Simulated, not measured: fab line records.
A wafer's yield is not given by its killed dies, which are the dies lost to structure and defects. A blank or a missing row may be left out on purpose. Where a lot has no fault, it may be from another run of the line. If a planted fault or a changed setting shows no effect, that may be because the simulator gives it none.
Which tool did it? | flow nand harc | 21 wafers sampled from 7 lots at 1 step of a route of 1302

## WHAT EACH GAUGE READ, for each wafer
NHARC_P_GATE_CD_MEAS_46: the cd target is 720 nm.
lot  | measured     | on        | cd nm (nm)
L621 | day 4 19:01  | cd sem-02 | 719.9 722.5 719.7
L624 | day 5 13:02  | cd sem-02 | 720.5 720.3 721.8
L626 | day 6 22:00  | cd sem-03 | 718.9 719.4 720.9
L631 | day 8 11:41  | cd sem-03 | 721.4 720.8 720.3
L632 | day 9 03:47  | cd sem-02 | 720.2 719.8 719.5
L636 | day 10 16:26 | cd sem-02 | 720.5 720.3 721.2
L639 | day 12 04:35 | cd sem-01 | 719.7 718.0 717.9

## TOOL THAT RAN EACH LOT (tool first, then ch and the chambers of the sampled wafers, then the start)
Record: no process step prior to these readings.

## THE ANSWER, worked out from the rows above alone
Rule: the lots themselves supply what counts as usual. The widest of any qualifying gaps counts: lots, ordered by their means at a reading, are off when they make up no more than a third of the lots, leave a main group of 4 or more, and stand apart from it by 3 or more times the standard deviation of that group's means. The tables above print the reading to a certain number of digits; a main group whose means all agree to those digits is not used. A lot without any number at a reading at which 4 lots or more have one is off too. Where the step has rows for the other lots, those lots are counted as sound.
Nothing can be told from this: no lot is off at any reading shown.

## WHAT THE SIMULATOR PUT IN
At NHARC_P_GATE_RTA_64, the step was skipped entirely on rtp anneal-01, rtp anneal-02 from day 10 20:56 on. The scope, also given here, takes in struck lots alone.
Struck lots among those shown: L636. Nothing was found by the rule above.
